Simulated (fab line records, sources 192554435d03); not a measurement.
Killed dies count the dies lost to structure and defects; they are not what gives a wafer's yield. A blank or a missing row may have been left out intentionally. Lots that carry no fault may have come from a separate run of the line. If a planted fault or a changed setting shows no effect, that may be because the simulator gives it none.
Split-lot study | flow n5_finfet | route with 1938 steps; 7 lots, 21 wafers read

## ON THE SPLIT
At N5_BEOL_M12_COAT_58 (time 60 s, resist thk 89 nm), the setting spin_rpm was moved away from the recipe's 1500 rpm on 8 of the 21 wafers read, by -10.1% to +9.7%. All remaining wafers had this setting at the recipe value.

## FROM THE SPLIT TO THE READING: what the file shows between them, 6 steps
- N5_BEOL_M12_EXPOSE_07: exposes mask V11 (also split here: dose_mj)
- N5_BEOL_M12_PEB_08: peb time 90 s
- N5_BEOL_M12_DEVELOP_09: develop time 45 s
- N5_BEOL_M12_HARDBAKE_14: time 120 s
- N5_BEOL_M12_CD_MEAS_10: target cd 140 nm
- N5_BEOL_M12_DESCUM_15: chemistry O2, time 7.9 s

## THE READING
etch.depth_nm (the simulator's own value, which no gauge read), in nm, at N5_BEOL_M12_ETCH_59 (etches BARC in N2/H2, target depth 89 nm, overetch 26.7 nm, time 67.9 s). No usual value for it is given in the file. Across the 13 wafers here that went through the recipe, the average is 88.77 nm and the standard deviation 0.24 nm.

wafer  | tool, chamber at the split | spin_rpm as run, rpm | against the recipe | etch.depth_nm, nm | against lot-mates on the recipe
L075.2 | litho_track-03, 0          | 1500                 | recipe             | 88.65             | -
L075.4 | litho_track-03, 0          | 1348                 | -10.1%             | 93.54             | +4.82
L075.6 | litho_track-03, 0          | 1500                 | recipe             | 88.8              | -
L074.3 | litho_track-03, 0          | 1624                 | +8.3%              | 84.9              | -3.33
L074.5 | litho_track-03, 0          | 1624                 | +8.3%              | 85.2              | -3.03
L074.6 | litho_track-03, 0          | 1500                 | recipe             | 88.23             | -
L077.2 | litho_track-01, 0          | 1500                 | recipe             | 88.84             | -
L077.3 | litho_track-01, 0          | 1500                 | recipe             | 89.12             | -
L077.4 | litho_track-01, 0          | 1626                 | +8.4%              | 85.41             | -3.57
L079.1 | litho_track-03, 0          | 1584                 | +5.6%              | 86.47             | -2.21
L079.2 | litho_track-03, 0          | 1584                 | +5.6%              | 86.33             | -2.35
L079.6 | litho_track-03, 0          | 1500                 | recipe             | 88.68             | -
L085.2 | litho_track-01, 0          | 1500                 | recipe             | 88.54             | -
L085.5 | litho_track-01, 0          | 1500                 | recipe             | 88.63             | -
L085.6 | litho_track-01, 0          | 1500                 | recipe             | 88.7              | -
L089.1 | litho_track-04, 0          | 1500                 | recipe             | 89.02             | -
L089.3 | litho_track-04, 0          | 1500                 | recipe             | 89.07             | -
L089.6 | litho_track-04, 0          | 1500                 | recipe             | 88.99             | -
L097.1 | litho_track-04, 0          | 1500                 | recipe             | 88.8              | -
L097.2 | litho_track-04, 0          | 1645                 | +9.7%              | 85.07             | -3.73
L097.4 | litho_track-04, 0          | 1645                 | +9.7%              | 85.08             | -3.72

FIT RESULTS
A straight line over all 21 wafers: etch.depth_nm changes by -0.427 nm for each +1% of spin_rpm; r = -0.99; the points scatter about the line by 0.27 nm.
The same after taking each lot's own level away (the mean of its wafers on the recipe; 21 wafers): -0.416 nm for each +1%; r = -1.00; scatter 0.19 nm.
Per that fit: largest spin_rpm move, reading shift of 4.2 nm.
Measured against the standard deviation above, the lots' own levels, which go from 88.230 to 89.027 nm, span 3.4 times it.
Hence the lot-to-lot level has little effect on the slope; both slopes agree.
Check: +3.98 nm against its lot-mates is what the line predicts for one of the wafers moved furthest among these (-10.1%) when that wafer is left out of the fit. Against them it came out at +4.82 nm.

## THESE WAFERS: OTHER SPLITS
Note: prior to the reading, these wafers also went through further splits. Each is held against what the fit with the lots' levels taken away leaves over:
other split on the same wafers      | wafers away from the commonest value | r with etch.depth_nm (lot level and that fit taken away)
N5_BEOL_M10_TRENCH_ETCH_37 source_w | 8                                    | +0.02
N5_BEOL_M11_COAT_22 spin_rpm        | 5                                    | -0.58
N5_BEOL_M11_ETCH_66 time_s          | 7                                    | -0.21
N5_BEOL_M12_EXPOSE_07 dose_mj       | 2                                    | +0.03

## THE WHOLE CHAIN: every reading that the file lists as answering this split, in the file's order
step                 | what it does                                                            | reading                                                                          | change (the file's fit)               | r (the file's)
N5_BEOL_M12_COAT_58  | time 60 s, resist thk 89 nm                                             | BARC_of_BEOL_M12_COAT_58.thk_nm (the simulator's own value, which no gauge read) | -0.422 nm for each +1% of the setting | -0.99
N5_BEOL_M12_ETCH_59  | etches BARC in N2/H2, target depth 89 nm, overetch 26.7 nm, time 67.9 s | etch.depth_nm (the simulator's own value, which no gauge read)                   | -0.42 nm for each +1% of the setting  | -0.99
N5_BEOL_M12_STRIP_64 | strips in N2/H2                                                         | strip_time_to_endpoint_s                                                         | withheld for each +1% of the setting  | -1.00

## THE FILE'S OWN FIT
etch.depth_nm changes by -0.42 nm for each +1% of spin_rpm, r = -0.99.
